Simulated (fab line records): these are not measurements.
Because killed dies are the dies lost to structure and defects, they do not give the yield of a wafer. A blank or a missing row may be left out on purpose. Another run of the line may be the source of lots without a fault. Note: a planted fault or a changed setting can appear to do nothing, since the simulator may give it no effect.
Which of the tools did it?    flow nand-harc    24 lots with 72 wafers sampled at 3 steps, on a route of 1302 steps

WHAT EACH GAUGE READ, for each wafer
NHARC_P_GATE_OVL_MEAS_27. Usual: overlay-x-nm 0.1 nm, standard deviation 0.99; overlay-y-nm 0.1 nm, standard deviation 0.86.
lot   measured      on          overlay-x-nm (nm)  overlay-y-nm (nm)  flag
L074  day 5 08:18   overlay-02  -0.3 -0.4 -0.8     0.2 0.5 0.8        
L075  day 5 15:07   overlay-02  0.9 0.1 1.1        -1.5 -1.1 -1.9     
L076  day 5 22:02   overlay-01  -0.8 -0.7 -1.0     0.2 -0.1 -0.1      
L077  day 6 07:35   overlay-02  1.2 1.0 1.8        -0.6 -0.1 0.0      
L078  day 6 11:19   overlay-02  -1.5 -0.9 -0.3     -0.8 -0.6 -0.8     
L079  day 7 05:43   overlay-01  -0.6 -1.4 -1.2     -0.4 0.5 0.7       
L080  day 7 11:46   overlay-02  -1.1 -0.9 -1.2     0.3 0.2 0.2        
L081  day 8 01:43   overlay-01  0.7 0.8 0.5        0.5 0.1 0.1        
L082  day 8 05:29   overlay-01  0.4 0.8 0.1        0.0 0.5 0.2        
L083  day 8 18:23   overlay-02  -1.5 -0.6 -1.5     -0.6 -0.3 -0.4     
L084  day 9 05:28   overlay-01  2.3 2.0 1.9        -1.1 -0.6 -1.0     
L085  day 9 20:51   overlay-02  -1.3 -1.4 -1.1     1.8 2.1 1.9        
L086  day 9 23:31   overlay-02  0.0 -0.5 -0.5      0.8 1.5 1.4        
L087  day 10 23:20  overlay-01  -0.8 -0.3 0.1      0.1 0.2 0.1        
L088  day 10 23:38  overlay-01  1.2 1.1 1.9        0.2 -0.1 0.1       
L089  day 10 23:29  overlay-02  0.3 0.3 0.1        -0.4 -0.2 -0.7     
L090  day 11 16:37  overlay-01  1.4 1.3 0.9        0.2 -0.2 -0.1      
L091  day 11 23:13  overlay-02  -0.2 -0.4 -0.2     1.3 0.8 1.2        
L092  day 12 10:41  overlay-02  1.7 1.3 1.0        1.0 -0.1 0.2       
L093  day 12 20:10  overlay-01  0.7 0.3 0.9        -0.4 -0.2 -0.4     
L094  day 13 10:08  overlay-01  0.7 1.1 1.1        0.5 1.0 0.7        
L095  day 13 17:37  overlay-01  0.5 -0.2 -0.1      -1.0 -0.9 -0.5     
L096  day 14 04:16  overlay-02  -0.6 -0.7 -0.5     0.9 1.3 1.5        
L097  day 14 15:37  overlay-01  -0.5 0.1 -0.4      -0.8 -1.2 -1.3     

WHICH TOOL RAN EACH LOT (tool, then ch and the chambers of the sampled wafers, then the start)
lot   NHARC_P_ZERO_WELL_ETCH_65           NHARC_P_GATE_HM_DEP_102
L074  rie-diel-09 ch 0,1,3, day 1 21:22   acl-dep-02 ch 0, day 5 07:01
L075  rie-diel-02 ch 0,2,3, day 2 08:16   acl-dep-01 ch 0, day 5 13:47
L076  rie-diel-09 ch 2,3, day 2 17:29     acl-dep-02 ch 0, day 5 20:43
L077  rie-diel-06 ch 0,1,3, day 3 03:22   acl-dep-02 ch 0, day 6 06:16
L078  rie-diel-02 ch 0,1, day 3 13:23     acl-dep-03 ch 0, day 6 09:54
L079  rie-diel-02 ch 0,1,3, day 3 23:29   acl-dep-02 ch 0, day 7 04:17
L080  rie-diel-06 ch 0,1,3, day 4 09:29   acl-dep-02 ch 0, day 7 10:28
L081  rie-diel-06 ch 1,2,3, day 4 19:22   acl-dep-01 ch 0, day 8 00:18
L082  rie-diel-09 ch 0,1,3, day 5 05:29   acl-dep-01 ch 0, day 8 04:03
L083  rie-diel-02 ch 0,3, day 5 15:29     acl-dep-01 ch 0, day 8 17:10
L084  rie-diel-02 ch 0,1,3, day 6 01:23   acl-dep-02 ch 0, day 9 04:09
L085  rie-diel-09 ch 0,1,3, day 6 11:23   acl-dep-02 ch 0, day 9 19:32
L086  rie-diel-06 ch 0,2, day 6 21:31     acl-dep-03 ch 0, day 9 22:10
L087  rie-diel-02 ch 0,1, day 7 07:41     acl-dep-01 ch 0, day 10 22:02
L088  rie-diel-09 ch 0,1,2, day 7 17:23   acl-dep-03 ch 0, day 10 21:55
L089  rie-diel-02 ch 0,1,2, day 8 03:30   acl-dep-02 ch 0, day 10 22:08
L090  rie-diel-06 ch 1,2,3, day 8 13:31   acl-dep-01 ch 0, day 11 15:11
L091  rie-diel-02 ch 0,1,3, day 8 23:41   acl-dep-03 ch 0, day 11 21:47
L092  rie-diel-02 ch 1,2,3, day 9 09:29   acl-dep-02 ch 0, day 12 09:22
L093  rie-diel-02 ch 0,1,2, day 9 20:02   acl-dep-02 ch 0, day 12 18:58
L094  rie-diel-09 ch 0,1,2, day 10 05:32  acl-dep-02 ch 0, day 13 09:03
L095  rie-diel-06 ch 0,1,3, day 10 15:29  acl-dep-02 ch 0, day 13 16:19
L096  rie-diel-09 ch 0,1,3, day 11 01:31  acl-dep-01 ch 0, day 14 03:07
L097  rie-diel-09 ch 0,2,3, day 11 11:22  acl-dep-03 ch 0, day 14 14:07
- NHARC_P_ZERO_WELL_ETCH_65: etches the open film in N2/H2, target depth 80 nm, overetch 24 nm, time 87.88 s.
- NHARC_P_GATE_HM_DEP_102: deposits aC, target thk 120 nm.

WHAT THE TOOLS THEMSELVES READ (means of the sampled wafers that have a number; where no wafer has one, the mark that the record gives instead)
NHARC_P_ZERO_WELL_ETCH_65. Usual: chamber-pressure-mTorr 29.997 mTorr, standard deviation 0.026; drypump-motor-current-A 5.60 A, standard deviation 0.3; oes-product-au 1.000 a.u., standard deviation 0.007; rf-vpp-V 431.0 V, standard deviation 2.8; showerhead-plenum-p-Torr 2.06 Torr, standard deviation 0.097; throttle-valve-pct 14.170 %, standard deviation 0.01.
lot   tool         chamber-pressure-mTorr (mTorr)  drypump-motor-current-A (A)  oes-product-au (a.u.)  rf-vpp-V (V)  showerhead-plenum-p-Torr (Torr)  throttle-valve-pct (%)  flag
L074  rie-diel-09  29.998                          5.54                         0.998                  433.4         2.15                             14.169                  
L075  rie-diel-02  30.034                          5.35                         0.993                  429.0         2.01                             14.169                  
L076  rie-diel-09  30.006                          5.39                         1.006                  432.3         2.07                             14.175                  
L077  rie-diel-06  29.995                          5.78                         1.000                  430.2         2.05                             14.170                  
L078  rie-diel-02  29.980                          5.38                         0.997                  429.3         1.97                             14.174                  
L079  rie-diel-02  30.000                          5.36                         1.005                  428.3         1.95                             14.163                  
L080  rie-diel-06  30.006                          5.77                         0.997                  431.8         2.05                             14.170                  
L081  rie-diel-06  29.983                          5.62                         1.001                  431.5         2.09                             14.172                  
L082  rie-diel-09  29.966                          5.55                         0.995                  433.5         2.15                             14.168                  
L083  rie-diel-02  29.977                          5.21                         1.007                  428.2         1.95                             14.176                  
L084  rie-diel-02  30.007                          5.36                         0.997                  427.6         1.95                             14.175                  
L085  rie-diel-09  30.009                          5.56                         1.002                  433.9         2.14                             14.176                  
L086  rie-diel-06  30.029                          6.08                         0.987                  431.1         2.11                             14.170                  
L087  rie-diel-02  29.998                          5.53                         0.996                  427.6         1.96                             14.161                  
L088  rie-diel-09  29.985                          5.74                         1.003                  434.1         2.13                             14.175                  
L089  rie-diel-02  29.985                          5.53                         1.002                  429.5         2.01                             14.169                  
L090  rie-diel-06  29.981                          5.61                         1.000                  431.9         2.08                             14.168                  
L091  rie-diel-02  30.008                          5.35                         0.996                  427.8         1.94                             14.168                  
L092  rie-diel-02  30.013                          5.52                         1.008                  428.3         1.98                             14.166                  
L093  rie-diel-02  29.994                          5.56                         1.009                  429.3         2.01                             14.159                  
L094  rie-diel-09  29.993                          5.72                         0.999                  433.3         2.12                             14.173                  
L095  rie-diel-06  30.005                          5.76                         0.994                  430.4         2.03                             14.174                  
L096  rie-diel-09  29.997                          5.54                         0.996                  433.0         2.13                             14.173                  
L097  rie-diel-09  30.003                          5.58                         1.003                  431.4         2.08                             14.160                  

NHARC_P_GATE_HM_DEP_102. Usual: throttle-valve-pct at 35.000 %, with a standard deviation of 0.0095.
lot   tool        throttle-valve-pct (%)  flag
L074  acl-dep-02  34.989                  
L075  acl-dep-01  35.002                  
L076  acl-dep-02  35.001                  
L077  acl-dep-02  35.003                  
L078  acl-dep-03  35.011                  
L079  acl-dep-02  34.988                  
L080  acl-dep-02  35.002                  
L081  acl-dep-01  34.998                  
L082  acl-dep-01  35.002                  
L083  acl-dep-01  34.997                  
L084  acl-dep-02  34.997                  
L085  acl-dep-02  35.008                  
L086  acl-dep-03  35.001                  
L087  acl-dep-01  34.994                  
L088  acl-dep-03  35.001                  
L089  acl-dep-02  35.002                  
L090  acl-dep-01  34.998                  
L091  acl-dep-03  35.002                  
L092  acl-dep-02  34.999                  
L093  acl-dep-02  35.001                  
L094  acl-dep-02  35.004                  
L095  acl-dep-02  35.009                  
L096  acl-dep-01  35.001                  
L097  acl-dep-03  35.005                  

THE ANSWER, worked out from the rows above alone
Rule: lot off if the mean of its wafers having a number is beyond 3 standard deviations from the usual mean. Also off: a lot with no number at a reading for which 4 or more lots have one. All remaining lots with rows at the step are treated as sound. First the gauges in route order, then the tools' own readings, where a lot's mean is used as printed above. The first step at which some lot is off is used, and at that step the reading that is off furthest; a lot without a number counts as furthest.
None of the lots is off at any reading shown; this tells nothing.

WHAT THE SIMULATOR HAD INSERTED
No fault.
